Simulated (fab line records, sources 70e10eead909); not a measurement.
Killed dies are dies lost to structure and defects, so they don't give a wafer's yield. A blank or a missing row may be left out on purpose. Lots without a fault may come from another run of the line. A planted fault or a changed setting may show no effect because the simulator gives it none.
Chamber matching | flow nand_harc | NHARC_A_SGD_CUT_ETCH_58 on rie_diel-08: 4 sister chambers
The step etches the open film in CF4, target depth 39 nm, time 65 s. 4 wafers are shown with their chamber, then 9 later ones without.

WAFERS WITH THEIR CHAMBER
wafer  | chamber | oes_product_au (a.u.)
L083.5 | 3       | 0.982
L085.1 | 2       | 0.986
L085.5 | 1       | 1.006
L085.6 | 0       | 0.986

WAFERS WITHOUT THEIR CHAMBER
wafer  | oes_product_au (a.u.)
L090.1 | 0.989
L090.3 | 0.992
L090.6 | 1.020
L092.1 | 1.005
L092.2 | 0.989
L092.4 | 0.992
L097.1 | 1.008
L097.3 | 0.997
L097.5 | 0.997

WHICH CHAMBER EACH WENT THROUGH
wafer  | from the rows above               | in truth
L090.1 | can't be placed: 0 or 2 or 3 or 1 | 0
L090.3 | can't be placed: 0 or 2 or 3 or 1 | 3
L090.6 | 1                                 | 1
L092.1 | 1                                 | 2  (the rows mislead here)
L092.2 | can't be placed: 0 or 2 or 3 or 1 | 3
L092.4 | can't be placed: 0 or 2 or 3 or 1 | 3
L097.1 | 1                                 | 1
L097.3 | can't be placed: 1 or 0 or 2 or 3 | 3
L097.5 | can't be placed: 1 or 0 or 2 or 3 | 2
Placed correctly: 2 of 9. Can't be placed from these rows: 6 (the true chamber is among the candidates in 6). Placed wrongly: 1.
How it was worked out, from the rows above alone: a wafer's distance from a chamber is the root of the sum, over the readings, of the square of ((its reading less the chamber's mean) divided by the reading's scatter). The wafer belongs to the nearest chamber; if the next one is less than 2 further off, it can't be placed. A chamber's mean is the mean of its shown wafers. The scatter: with one shown wafer a chamber, the root of the mean of the squares of how far each hidden wafer lies from its nearest shown one.
